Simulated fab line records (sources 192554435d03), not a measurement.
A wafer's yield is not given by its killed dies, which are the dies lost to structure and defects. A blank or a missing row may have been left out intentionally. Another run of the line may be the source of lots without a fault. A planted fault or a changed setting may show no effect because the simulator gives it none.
Split-lot experiment	flow n5 finfet	on a route of 1938 steps: 7 lots, 39 wafers read

THE SPLIT ITSELF
At N5_BEOL_M11_ETCH_62 (etches SOC in N2/H2, target depth 110 nm, overetch 22 nm, time 165 s), the setting time s was moved away from the recipe's 165 s on 15 of the 39 wafers read, by -25.9% to +48.7%. All remaining wafers had this setting at the recipe value.

The reading comes from the split's own step.

THE READING
SiARC_of_BEOL_M11_COAT_60.thk nm (the simulator's own value, which no gauge read), in nm, at N5_BEOL_M11_ETCH_62 (etches SOC in N2/H2, target depth 110 nm, overetch 22 nm, time 165 s). The file gives no usual value for it. Average 23.6 nm, standard deviation 0.4 nm, over the 24 wafers here run with the recipe.

wafer	tool, chamber at the split	time s as run, s	against the recipe	SiARC_of_BEOL_M11_COAT_60.thk nm, nm	against lot-mates on the recipe
L075.1	rie diel-01, 3	165	recipe	24	-
L075.2	rie diel-01, 2	237.9	+44.2%	20.4	-3.1
L075.3	rie diel-01, 0	165	recipe	23.4	-
L075.4	rie diel-01, 2	165	recipe	23.2	-
L075.5	rie diel-01, 0	237.9	+44.2%	20.6	-2.9
L075.6	rie diel-01, 3	237.9	+44.2%	21.6	-1.9
L085.1	rie diel-01, 0,1	165	recipe	23.4	-
L085.2	rie diel-01, 0,1	165	recipe	23.4	-
L085.3	rie diel-01, 3	165	recipe	24	-
L085.4	rie diel-01, 2	212.6	+28.8%	21.8	-1.8
L085.5	rie diel-01, 2	212.6	+28.8%	21.6	-2.0
L085.6	rie diel-01, 3	212.6	+28.8%	22.6	-1.0
L092.1	rie diel-05, 3	165	recipe	23	-
L092.5	rie diel-05, 3	165	recipe	23	-
L092.4	rie diel-05, 2	165	recipe	23.6	-
L091.1	rie diel-01, 2,0	122.2	-25.9%	25.4	+1.3
L091.5	rie diel-01, 2,0	122.2	-25.9%	25.4	+1.3
L091.2	rie diel-01, 0	165	recipe	23.6	-
L091.3	rie diel-01, 1	122.2	-25.9%	25.2	+1.1
L091.4	rie diel-01, 3	165	recipe	24.2	-
L091.6	rie diel-01, 3	165	recipe	24.4	-
L094.1	rie diel-01, 1	165	recipe	23.2	-
L094.2	rie diel-01, 2	165	recipe	23.4	-
L094.3	rie diel-01, 0	245.4	+48.7%	20.4	-3.2
L094.5	rie diel-01, 0	245.4	+48.7%	20.4	-3.2
L094.4	rie diel-01, 3	165	recipe	24.2	-
L094.6	rie diel-01, 3	245.4	+48.7%	21.4	-2.2
L096.1	rie diel-05, 0,2,0	165	recipe	23.8	-
L096.4	rie diel-05, 0,2,0	165	recipe	23.8	-
L096.6	rie diel-05, 0,2,0	165	recipe	23.8	-
L096.2	rie diel-05, 3	165	recipe	23.2	-
L096.3	rie diel-05, 1	165	recipe	24	-
L096.5	rie diel-05, 3	165	recipe	23	-
L095.1	rie diel-01, 2,0	235.2	+42.5%	20.8	-2.7
L095.4	rie diel-01, 2,0	235.2	+42.5%	20.8	-2.7
L095.2	rie diel-01, 1	165	recipe	23.4	-
L095.6	rie diel-01, 1	165	recipe	23.4	-
L095.3	rie diel-01, 3	235.2	+42.5%	21.8	-1.7
L095.5	rie diel-01, 0	165	recipe	23.6	-
Where a row lists several chambers, the file gives one row for several wafers and doesn't say which wafer went through which chamber.

THE FIT
A straight line over all 39 wafers: SiARC_of_BEOL_M11_COAT_60.thk nm changes by -0.0601 nm for each +1% of time s; r = -0.95; the points scatter about the line by 0.43 nm.
The same after taking each lot's own level away (the mean of its wafers on the recipe; 39 wafers): -0.0565 nm for each +1%; r = -0.96; scatter 0.39 nm.
Per that fit: largest time s move, reading shift of 2.8 nm.
Measured against the standard deviation above, the lots' own levels, which go from 23.20 to 24.07 nm, span 2.2 times it.
So the lot-to-lot level changes the slope little: the two slopes agree.
Check: -2.73 nm against its lot-mates is what the line predicts for one of the wafers moved furthest among these (+48.7%) when that wafer is left out of the fit. Against them it came out at -3.2 nm.

THESE WAFERS: OTHER SPLITS
Note: prior to the reading, these wafers also went through further splits. Each is held against what the fit with the lots' levels taken away leaves over:
other split on the same wafers	wafers away from the commonest value	r with SiARC_of_BEOL_M11_COAT_60.thk nm (lot level and that fit taken away)
N5_BEOL_M6_TRENCH_ETCH_37 time s	12	+0.08
N5_BEOL_M8_HM_DEP_02 target thk a	18	+0.05
N5_BEOL_M9_VIA_ETCH_34 target depth a	9	+0.07

THE WHOLE CHAIN: every reading that the file lists as answering this split, in the file's order
step	what it does	reading	change (the file's fit)	r (the file's)
N5_BEOL_M11_ETCH_62	etches SOC in N2/H2, target depth 110 nm, overetch 22 nm, time 165 s	SiARC_of_BEOL_M11_COAT_60.thk nm (the simulator's own value, which no gauge read)	-0.057 nm for each +1% of the setting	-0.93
N5_BEOL_M11_HM_OPEN_17	chemistry Cl2/BCl3, target TiN, target depth 20 nm, overetch 6 nm	etch.depth nm (the simulator's own value, which no gauge read)	not straight: 19.56 at the lowest setting, 19.94 at the recipe, 12.5 at the highest	not given

FILE'S OWN FIT
SiARC_of_BEOL_M11_COAT_60.thk nm changes by -0.057 nm for each +1% of time s, r = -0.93.
